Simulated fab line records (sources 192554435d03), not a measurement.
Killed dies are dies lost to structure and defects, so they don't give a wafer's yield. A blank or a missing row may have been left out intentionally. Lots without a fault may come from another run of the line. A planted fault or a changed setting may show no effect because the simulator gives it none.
Which tool did it? | flow n5_finfet | 24 lots with 72 wafers sampled at 5 steps, on a route of 1938 steps

## WHAT THE GAUGES SHOWED, per wafer
N5_SD_EPI_P_OVL_MEAS_10. Usual: SD_P_BLK_OVL typically reads -0.1 nm, with standard deviation 0.74.
lot  | measured    | on         | SD_P_BLK_OVL (nm) | flag
L074 | day 3 08:10 | overlay-01 | -0.8 -0.1 -0.3    |
L075 | day 3 12:31 | overlay-02 | -0.7 -0.5 -0.5    |
L076 | day 3 17:51 | overlay-02 | -1.4 0.4 0.3      |
L077 | day 4 00:16 | overlay-01 | 0.5 0.5 0.9       |
L078 | day 4 06:06 | overlay-01 | -0.6 -0.4 -0.7    |
L079 | day 4 13:29 | overlay-02 | 0.7 1.4 1.0       |
L080 | day 4 21:25 | overlay-01 | 0.0 -0.6 -0.7     |
L081 | day 5 01:11 | overlay-01 | 0.2 0.6 -0.5      |
L082 | day 5 07:56 | overlay-01 | 0.3 -0.9 0.7      |
L083 | day 5 13:17 | overlay-01 | -0.3 0.2 0.1      |
L084 | day 5 20:39 | overlay-02 | -0.3 0.8 0.0      |
L085 | day 6 01:03 | overlay-01 | 0.4 0.0 0.3       |
L086 | day 6 07:55 | overlay-02 | 0.3 0.6 -0.4      |
L087 | day 6 10:10 | overlay-02 | 1.1 1.2 1.4       |
L088 | day 7 00:24 | overlay-02 | -0.8 -1.8 -0.9    |
L089 | day 7 04:55 | overlay-02 | 0.2 1.1 0.0       |
L090 | day 7 06:01 | overlay-02 | 1.3 0.7 0.0       |
L091 | day 7 14:10 | overlay-01 | -0.3 -0.2 -0.8    |
L092 | day 7 19:19 | overlay-01 | -1.0 -0.9 -0.4    |
L093 | day 7 22:38 | overlay-01 | -0.9 0.1 -1.0     |
L094 | day 8 07:11 | overlay-02 | -0.7 -1.0 -0.5    |
L095 | day 8 13:18 | overlay-01 | -0.6 -2.3 -1.7    |
L096 | day 9 01:47 | overlay-02 | -0.2 -0.4 -0.1    |
L097 | day 9 03:26 | overlay-02 | -0.7 -1.3 0.1     |

N5_SDB_OVL_MEAS_12. Usual: SDB_OVL typically reads -0.1 nm, with standard deviation 0.84.
lot  | measured    | on         | SDB_OVL (nm)   | flag
L074 | day 3 19:37 | overlay-01 | -0.3 -0.9 0.3  |
L075 | day 4 01:01 | overlay-02 | 1.3 -0.1 0.7   |
L076 | day 4 05:33 | overlay-01 | 0.1 -0.9 -0.6  |
L077 | day 4 12:07 | overlay-01 | -1.6 -0.4 -0.2 |
L078 | day 4 19:07 | overlay-02 | 0.5 0.5 -0.5   |
L079 | day 5 01:43 | overlay-01 | 0.7 0.9 0.8    |
L080 | day 5 09:04 | overlay-02 | -1.2 -0.4 0.0  |
L081 | day 5 13:26 | overlay-02 | 1.3 1.2 0.0    |
L082 | day 5 19:42 | overlay-01 | 0.2 0.1 -0.9   |
L083 | day 6 01:44 | overlay-01 | -0.8 -1.7 0.0  |
L084 | day 6 09:37 | overlay-01 | 0.0 0.1 -1.2   |
L085 | day 6 12:28 | overlay-02 | -0.8 -0.7 -0.5 |
L086 | day 6 20:13 | overlay-02 | -0.2 0.4 -0.3  |
L087 | day 6 22:32 | overlay-01 | -0.4 -0.7 0.1  |
L088 | day 7 12:08 | overlay-01 | 1.8 0.4 0.9    |
L089 | day 7 17:12 | overlay-01 | -2.0 -2.1 -0.7 |
L090 | day 7 19:04 | overlay-01 | 0.4 0.7 1.1    |
L091 | day 8 02:19 | overlay-02 | -1.1 -1.1 -0.9 |
L092 | day 8 07:24 | overlay-01 | 0.2 0.2 -0.4   |
L093 | day 8 13:29 | overlay-02 | 0.5 0.9 0.4    |
L094 | day 8 21:14 | overlay-02 | -0.9 -1.5 -0.7 |
L095 | day 9 03:35 | overlay-01 | -0.3 -1.1 -1.7 |
L096 | day 9 14:58 | overlay-01 | 1.1 1.0 0.1    |
L097 | day 9 16:16 | overlay-02 | 0.5 0.8 0.0    |

## EACH LOT AND THE TOOL THAT RAN IT (in order: tool; ch and the chambers of the sampled wafers; start)
lot  | N5_SD_EPI_P_STRIP_40                | N5_ILD0_LINER_00                 | N5_ILD0_CMP_12
L074 | plasma_asher-01 ch 0,1, day 3 09:16 | ald_sin-03 ch 0,3, day 3 13:00   | cmp-01 ch 1,3, day 3 18:54
L075 | plasma_asher-02 ch 0,1, day 3 13:26 | ald_sin-04 ch 1,2,3, day 3 18:14 | cmp-03 ch 1,2, day 4 00:10
L076 | plasma_asher-02 ch 0,1, day 3 18:44 | ald_sin-02 ch 0,3, day 3 22:54   | cmp-01 ch 1,3, day 4 04:53
L077 | plasma_asher-02 ch 0,1, day 4 01:37 | ald_sin-04 ch 0,1, day 4 05:18   | cmp-03 ch 1,2, day 4 11:13
L078 | plasma_asher-02 ch 0,1, day 4 07:18 | ald_sin-03 ch 0,1, day 4 12:05   | cmp-03 ch 1,2, day 4 18:17
L079 | plasma_asher-02 ch 1, day 4 14:23   | ald_sin-02 ch 1,2,3, day 4 18:40 | cmp-01 ch 0,1,3, day 5 00:51
L080 | plasma_asher-02 ch 0,1, day 4 22:24 | ald_sin-02 ch 0,1,2, day 5 02:07 | cmp-03 ch 0,1,3, day 5 08:20
L081 | plasma_asher-02 ch 0,1, day 5 02:05 | ald_sin-03 ch 0,1, day 5 06:37   | cmp-03 ch 1,2,3, day 5 12:46
L082 | plasma_asher-02 ch 0,1, day 5 08:50 | ald_sin-02 ch 0,1, day 5 12:35   | cmp-01 ch 0,1,3, day 5 18:54
L083 | plasma_asher-02 ch 0,1, day 5 14:12 | ald_sin-04 ch 0,2,3, day 5 18:50 | cmp-01 ch 0,1, day 6 00:53
L084 | plasma_asher-02 ch 0,1, day 5 21:32 | ald_sin-03 ch 0,1,3, day 6 02:03 | cmp-01 ch 0,1,3, day 6 08:45
L085 | plasma_asher-02 ch 0,1, day 6 01:56 | ald_sin-04 ch 1,2, day 6 05:37   | cmp-01 ch 0,1,2, day 6 11:40
L086 | plasma_asher-02 ch 0,1, day 6 08:48 | ald_sin-03 ch 0,3, day 6 13:25   | cmp-04 ch 1,2, day 6 19:31
L087 | plasma_asher-02 ch 0,1, day 6 11:05 | ald_sin-02 ch 0,1, day 6 15:41   | cmp-01 ch 0,1,2, day 6 21:46
L088 | plasma_asher-01 ch 0,1, day 7 01:19 | ald_sin-02 ch 0,1, day 7 05:18   | cmp-01 ch 0,3, day 7 11:17
L089 | plasma_asher-02 ch 0,1, day 7 05:49 | ald_sin-02 ch 0,1,2, day 7 09:31 | cmp-04 ch 1,2,3, day 7 16:29
L090 | plasma_asher-02 ch 0,1, day 7 07:24 | ald_sin-04 ch 0,1, day 7 11:57   | cmp-04 ch 1,3, day 7 18:16
L091 | plasma_asher-02 ch 0, day 7 15:09   | ald_sin-03 ch 0,1,2, day 7 19:42 | cmp-04 ch 0,1, day 8 01:36
L092 | plasma_asher-01 ch 0, day 7 20:43   | ald_sin-04 ch 0,1, day 8 00:31   | cmp-04 ch 1,2, day 8 06:34
L093 | plasma_asher-01 ch 0, day 8 00:58   | ald_sin-02 ch 0,2,3, day 8 06:37 | cmp-04 ch 0,2,3, day 8 12:41
L094 | plasma_asher-01 ch 0,1, day 8 08:05 | ald_sin-03 ch 0,2,3, day 8 13:52 | cmp-01 ch 0,2,3, day 8 20:24
L095 | plasma_asher-02 ch 0,1, day 8 14:12 | ald_sin-02 ch 0,2, day 8 19:14   | cmp-01 ch 0,2,3, day 9 02:50
L096 | plasma_asher-02 ch 0,1, day 9 02:55 | ald_sin-04 ch 0,2,3, day 9 06:44 | cmp-04 ch 2,3, day 9 14:07
L097 | plasma_asher-01 ch 0,1, day 9 04:21 | ald_sin-04 ch 2,3, day 9 08:09   | cmp-04 ch 0,1,2, day 9 15:28
- N5_SD_EPI_P_STRIP_40: strips in N2/H2.
- N5_ILD0_LINER_00: material SiNx, target thk 4 nm, pulse time 1 s, purge time 2 s.
- N5_ILD0_CMP_12: polishes SiNx, stops on poly-Si, t overpolish 6 s, target thk 17.67 nm.

## AS READ BY THE TOOLS THEMSELVES (means over the sampled wafers that have a number; for cases with no such wafer, the mark the record gives instead)
N5_SD_EPI_P_STRIP_40. Usual: drypump_motor_current_A 6.1 A, standard deviation 0.34; heater_power_w 329 W, standard deviation 48; oes_product_au 0.763 a.u., standard deviation 0.01.
lot  | tool            | drypump_motor_current_A (A) | heater_power_w (W) | oes_product_au (a.u.) | flag
L074 | plasma_asher-01 | 5.6                         | 291                | 0.773                 |
L075 | plasma_asher-02 | 6.3                         | 352                | 0.759                 |
L076 | plasma_asher-02 | 6.2                         | 350                | 0.767                 |
L077 | plasma_asher-02 | 6.3                         | 350                | 0.761                 |
L078 | plasma_asher-02 | 6.4                         | 322                | 0.758                 |
L079 | plasma_asher-02 | 6.4                         | 284                | 0.768                 |
L080 | plasma_asher-02 | 6.4                         | 318                | 0.757                 |
L081 | plasma_asher-02 | 6.2                         | 357                | 0.766                 |
L082 | plasma_asher-02 | 6.4                         | 322                | 0.769                 |
L083 | plasma_asher-02 | 6.3                         | 353                | 0.774                 |
L084 | plasma_asher-02 | 6.3                         | 319                | 0.767                 |
L085 | plasma_asher-02 | 6.4                         | 313                | 0.759                 |
L086 | plasma_asher-02 | 6.2                         | 355                | 0.764                 |
L087 | plasma_asher-02 | 6.3                         | 326                | 0.755                 |
L088 | plasma_asher-01 | 5.6                         | 318                | 0.755                 |
L089 | plasma_asher-02 | 6.2                         | 350                | 0.773                 |
L090 | plasma_asher-02 | 6.2                         | 351                | 0.769                 |
L091 | plasma_asher-02 | 6.1                         | 377                | 0.765                 |
L092 | plasma_asher-01 | 5.8                         | 262                | 0.770                 |
L093 | plasma_asher-01 | 5.8                         | 262                | 0.757                 |
L094 | plasma_asher-01 | 5.6                         | 291                | 0.764                 |
L095 | plasma_asher-02 | 6.3                         | 314                | 0.746                 |
L096 | plasma_asher-02 | 6.4                         | 322                | 0.756                 |
L097 | plasma_asher-01 | 5.5                         | 324                | 0.760                 |

N5_ILD0_LINER_00. Usual: heater_power_w 849 W, standard deviation 62; precursor_pulse_height_rel 0.999, standard deviation 0.022.
lot  | tool       | heater_power_w (W) | precursor_pulse_height_rel | flag
L074 | ald_sin-03 | 905                | 0.999                      |
L075 | ald_sin-04 | 784                | 0.989                      |
L076 | ald_sin-02 | 930                | 1.008                      |
L077 | ald_sin-04 | 819                | 1.013                      |
L078 | ald_sin-03 | 830                | 1.008                      |
L079 | ald_sin-02 | 863                | 1.005                      |
L080 | ald_sin-02 | 858                | 1.017                      |
L081 | ald_sin-03 | 810                | 0.998                      |
L082 | ald_sin-02 | 899                | 1.005                      |
L083 | ald_sin-04 | 834                | 0.980                      |
L084 | ald_sin-03 | 856                | 0.998                      |
L085 | ald_sin-04 | 779                | 0.984                      |
L086 | ald_sin-03 | 873                | 1.004                      |
L087 | ald_sin-02 | 911                | 1.007                      |
L088 | ald_sin-02 | 904                | 0.985                      |
L089 | ald_sin-02 | 860                | 1.018                      |
L090 | ald_sin-04 | 818                | 1.002                      |
L091 | ald_sin-03 | 822                | 0.988                      |
L092 | ald_sin-04 | 856                | 0.998                      |
L093 | ald_sin-02 | 870                | 1.003                      |
L094 | ald_sin-03 | 872                | 1.006                      |
L095 | ald_sin-02 | 874                | 1.000                      |
L096 | ald_sin-04 | 801                | 0.980                      |
L097 | ald_sin-04 | 734                | 0.997                      |

N5_ILD0_CMP_12. Usual: motor_current_A 9.3 A, standard deviation 0.74; overpolish_run_s 5.999 s, standard deviation 0.0097; platen_rpm 51.80 rpm, standard deviation 0.038; slurry_filter_dp_kPa 13.52 kPa, standard deviation 0.13; time_to_endpoint_s 29.2 s, standard deviation 2.3.
lot  | tool   | motor_current_A (A) | overpolish_run_s (s) | platen_rpm (rpm) | slurry_filter_dp_kPa (kPa) | time_to_endpoint_s (s) | flag
L074 | cmp-01 | 9.2                 | 5.991                | 51.80            | 13.55                      | 31.7                   |
L075 | cmp-03 | 8.9                 | 6.001                | 51.79            | 13.45                      | 28.4                   |
L076 | cmp-01 | 9.0                 | 5.989                | 51.76            | 13.43                      | 31.5                   |
L077 | cmp-03 | 8.7                 | 6.005                | 51.76            | 13.48                      | 29.5                   |
L078 | cmp-03 | 9.7                 | 5.985                | 51.83            | 13.60                      | 28.2                   |
L079 | cmp-01 | 9.6                 | 5.999                | 51.77            | 13.51                      | 30.0                   |
L080 | cmp-03 | 8.9                 | 5.997                | 51.80            | 13.55                      | 26.5                   |
L081 | cmp-03 | 9.6                 | 5.996                | 51.79            | 13.68                      | 24.4                   |
L082 | cmp-01 | 9.4                 | 5.992                | 51.80            | 13.62                      | 28.8                   |
L083 | cmp-01 | 9.5                 | 5.991                | 51.77            | 13.62                      | 29.3                   |
L084 | cmp-01 | 9.5                 | 5.993                | 51.84            | 13.57                      | 29.3                   |
L085 | cmp-01 | 9.6                 | 5.998                | 51.79            | 13.66                      | 28.1                   |
L086 | cmp-04 | 9.4                 | 5.996                | 51.79            | 13.50                      | 28.1                   |
L087 | cmp-01 | 9.8                 | 5.988                | 51.79            | 13.47                      | 31.5                   |
L088 | cmp-01 | 9.1                 | 5.994                | 51.80            | 13.50                      | 32.6                   |
L089 | cmp-04 | 9.2                 | 6.001                | 51.78            | 13.60                      | 26.6                   |
L090 | cmp-04 | 9.6                 | 6.002                | 51.82            | 13.59                      | 27.4                   |
L091 | cmp-04 | 9.2                 | 5.995                | 51.81            | 13.32                      | 27.2                   |
L092 | cmp-04 | 9.6                 | 6.002                | 51.78            | 13.58                      | 29.3                   |
L093 | cmp-04 | 9.0                 | 6.006                | 51.80            | 13.39                      | 29.9                   |
L094 | cmp-01 | 9.4                 | 6.000                | 51.84            | 13.45                      | 29.4                   |
L095 | cmp-01 | 9.5                 | 6.003                | 51.85            | 13.56                      | 32.5                   |
L096 | cmp-04 | 9.1                 | 5.999                | 51.80            | 13.50                      | 31.1                   |
L097 | cmp-04 | 9.2                 | 5.996                | 51.79            | 13.50                      | 31.1                   |

## THE ANSWER, worked out from the rows above alone
Rule: a lot is off if the mean of its wafers that have a number lies more than 3 standard deviations from the usual mean. A lot without any number at a reading at which 4 lots or more have one is off too. Any other lot the step has rows for is counted as sound. First the gauges in route order, then the tools' own readings, where a lot's mean is used as printed above. At the first step where some lot is off, the reading lying furthest off is the one used; lots without a number count as furthest.
None of the lots is off at any reading shown; this tells nothing.

## WHAT HAD BEEN PUT IN BY THE SIMULATOR
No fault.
